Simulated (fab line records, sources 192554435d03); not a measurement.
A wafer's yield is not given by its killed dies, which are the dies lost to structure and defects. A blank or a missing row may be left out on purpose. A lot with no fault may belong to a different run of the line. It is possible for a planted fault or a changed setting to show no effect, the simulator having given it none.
Chamber matching    flow n5_finfet    N5_PASSIVATION_PECVD_55 on pecvd-01 has 3 sister chambers
The step deposits SiO2 from SiH4/N2O, target thk 400 nm, time 22.5 s. 3 wafers are shown with their chamber, then 11 later ones without.

WAFERS WITH THEIR CHAMBER
wafer   chamber  showerhead_plenum_p_Torr (Torr)
L085.5  2        8.17
L087.5  0        8.01
L088.1  1        8.10

WAFERS WITHOUT THEIR CHAMBER
wafer   showerhead_plenum_p_Torr (Torr)
L088.2  8.00
L088.5  8.10
L090.1  8.19
L090.4  8.01
L090.5  8.03
L091.2  8.03
L091.3  8.02
L091.5  8.03
L097.3  8.21
L097.4  8.07
L097.6  8.03

CHAMBER TAKEN BY EACH
wafer   from the rows above      in truth
L088.2  0                        0
L088.5  1                        1
L090.1  2                        2
L090.4  0                        0
L090.5  0                        0
L091.2  0                        0
L091.3  0                        0
L091.5  0                        0
L097.3  2                        2
L097.4  can't be placed: 1 or 0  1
L097.6  0                        0
Correctly placed: 10 of 11. Can't be placed from these rows: 1 (the true chamber is among the candidates in 1). Wrongly placed: 0.
How it was worked out, from the rows above alone: a wafer's distance from a chamber is the root of the sum, over the readings, of the square of ((its reading less the chamber's mean) divided by the reading's scatter). If the next closest chamber is less than 2 further off than the closest, the wafer can't be placed; otherwise it belongs to the closest. For every chamber, the mean is computed from those of its wafers that are shown. The scatter: root of mean squared gap, hidden wafer to nearest shown wafer, with one shown wafer a chamber.
